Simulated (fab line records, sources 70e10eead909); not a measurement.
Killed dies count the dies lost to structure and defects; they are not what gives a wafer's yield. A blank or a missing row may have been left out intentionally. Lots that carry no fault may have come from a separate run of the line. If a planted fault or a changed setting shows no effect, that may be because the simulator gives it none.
The tool behind it: which one? | flow nand-harc | 6 lots with 17 wafers sampled at 4 steps, on a route of 1159 steps

== WHAT THE GAUGES SHOWED, per wafer ==
NHARC_END_SORT_01.
lot  | measured     | on        | sort_bin_4_pct (%)
L679 | day 25 00:16 | prober-02 | 1.9 1.8 2.7
L689 | day 26 18:39 | prober-01 | 3.4 4.0 4.0

== WHICH TOOL RAN EACH LOT (tool, then ch and the chambers of the sampled wafers, then the start) ==
lot  | NHARC_P_CONTACT_DEGAS_38     | NHARC_P_M0_EXPOSE_06               | NHARC_P_M0_ETCH_15
L677 | pvd-sputter-01, day 8 03:38  | arfi-scanner-03 ch 0, day 8 07:48  | rie-diel-03 ch 0,2, no start
L679 | pvd-sputter-02, day 8 09:20  | arfi-scanner-02 ch 0, day 8 11:44  | rie-diel-08 ch 1,3, day 25 00:16 or earlier
L683 | pvd-sputter-03, day 8 20:35  | arfi-scanner-01 ch 0, day 9 02:52  | rie-diel-08 ch 0,2,3, no start
L689 | pvd-sputter-03, day 9 10:01  | arfi-scanner-01 ch 0, day 9 18:07  | rie-diel-08 ch 0,1,2, day 26 18:39 or earlier
L692 | pvd-sputter-02, day 9 21:12  | arfi-scanner-01 ch 0, day 10 01:52 | rie-diel-09 ch 2,3, no start
L698 | pvd-sputter-02, day 11 02:41 | arfi-scanner-02 ch 0, day 11 06:50 | rie-diel-08 ch 0,2, no start
- NHARC_P_CONTACT_DEGAS_38: time 60 s.
- NHARC_P_M0_EXPOSE_06: exposes mask P M0, target cd 90 nm.
- NHARC_P_M0_ETCH_15: etches the open film in C4F8/Ar, target depth 150 nm, overetch 15 nm, time 82.5 s.

== THE ANSWER, worked out from the rows above alone ==
Rule: what is usual is taken from the lots themselves. The widest of any qualifying gaps counts: lots, ordered by their means at a reading, are off when they make up no more than a third of the lots, leave a main group of 4 or more, and stand apart from it by 3 or more times the standard deviation of that group's means. If all means in a main group match to the digits the tables above print for the reading, that group is not used. A lot without any number at a reading at which 4 lots or more have one is off too. Where the step has rows for the other lots, those lots are counted as sound.
No lot is off on any of the readings shown, so nothing can be concluded from this.

== WHAT THE SIMULATOR HAD PUT IN ==
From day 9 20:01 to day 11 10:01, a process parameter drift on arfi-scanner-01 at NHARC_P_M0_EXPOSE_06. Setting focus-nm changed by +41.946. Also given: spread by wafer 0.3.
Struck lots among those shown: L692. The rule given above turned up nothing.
